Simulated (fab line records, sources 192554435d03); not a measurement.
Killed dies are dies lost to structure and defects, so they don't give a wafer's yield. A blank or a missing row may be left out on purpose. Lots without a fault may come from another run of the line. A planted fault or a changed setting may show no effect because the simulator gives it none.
Chamber matching | flow n5_finfet | N5_GATE_CUT_STRIP_41 on rie_diel-02: 4 sister chambers
The step strips in CF4. 4 wafers are shown with their chamber, then 7 later ones without.

WAFERS WITH THEIR CHAMBER
wafer  | chamber | showerhead_plenum_p_Torr (Torr)
L083.2 | 2       | 1.76
L087.6 | 1       | 1.67
L089.1 | 0       | 1.79
L089.5 | 3       | 1.84

WAFERS WITHOUT THEIR CHAMBER
wafer  | showerhead_plenum_p_Torr (Torr)
L089.6 | 1.79
L092.1 | 1.66
L092.2 | 1.79
L092.4 | 1.84
L095.3 | 1.66
L095.4 | 1.79
L095.6 | 1.84

WHICH CHAMBER EACH WENT THROUGH
wafer  | from the rows above | in truth
L089.6 | 0                   | 0
L092.1 | 1                   | 1
L092.2 | 0                   | 0
L092.4 | 3                   | 3
L095.3 | 1                   | 1
L095.4 | 0                   | 0
L095.6 | 3                   | 3
Placed correctly: 7 of 7. Can't be placed from these rows: 0. Placed wrongly: 0.
How it was worked out, from the rows above alone: a wafer's distance from a chamber is the root of the sum, over the readings, of the square of ((its reading less the chamber's mean) divided by the reading's scatter). The wafer belongs to the nearest chamber; if the next one is less than 2 further off, it can't be placed. A chamber's mean is the mean of its shown wafers. The scatter: with one shown wafer a chamber, the root of the mean of the squares of how far each hidden wafer lies from its nearest shown one.
